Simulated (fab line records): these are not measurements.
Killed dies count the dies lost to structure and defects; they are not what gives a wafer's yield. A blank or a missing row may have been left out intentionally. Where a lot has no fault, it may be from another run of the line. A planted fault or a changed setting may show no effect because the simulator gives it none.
Chamber matching ; flow nand harc ; ald hk-04 running NHARC_A_WL_FILL_ALD_00: 4 sister chambers
The step deposits Al2O3, target thk 3 nm, pulse time 3 s, ald cycles 30. 4 wafers are shown with their chamber, then 10 later ones without.

== WAFERS PAIRED WITH THEIR CHAMBERS ==
wafer;chamber;heater power w (W)
L084.5;1;470
L084.6;2;498
L089.2;3;479
L089.4;0;421

== WAFERS WITH NO CHAMBER GIVEN ==
wafer;heater power w (W)
L089.5;470
L091.3;499
L091.4;484
L091.6;497
L095.2;499
L095.4;437
L095.6;498
L096.1;517
L096.2;488
L096.3;437

== CHAMBER TAKEN BY EACH ==
wafer;from the rows above;in truth
L089.5;can't be placed: 1 or 3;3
L091.3;can't be placed: 2 or 3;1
L091.4;can't be placed: 3 or 1 or 2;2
L091.6;can't be placed: 2 or 3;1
L095.2;can't be placed: 2 or 3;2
L095.4;can't be placed: 0 or 1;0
L095.6;can't be placed: 2 or 3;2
L096.1;can't be placed: 2 or 3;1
L096.2;can't be placed: 3 or 2 or 1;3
L096.3;can't be placed: 0 or 1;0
0 of 10 placed correctly. Can't be placed from these rows: 10 (the true chamber is among the candidates in 7). Placed wrongly: 0.
How it was worked out, from the rows above alone: a wafer's distance from a chamber is the root of the sum, over the readings, of the square of ((its reading less the chamber's mean) divided by the reading's scatter). The wafer belongs to the nearest chamber; if the next one is less than 2 further off, it can't be placed. The mean given for a chamber averages the wafers shown for that chamber. The scatter: root of mean squared gap, hidden wafer to nearest shown wafer, with one shown wafer a chamber.
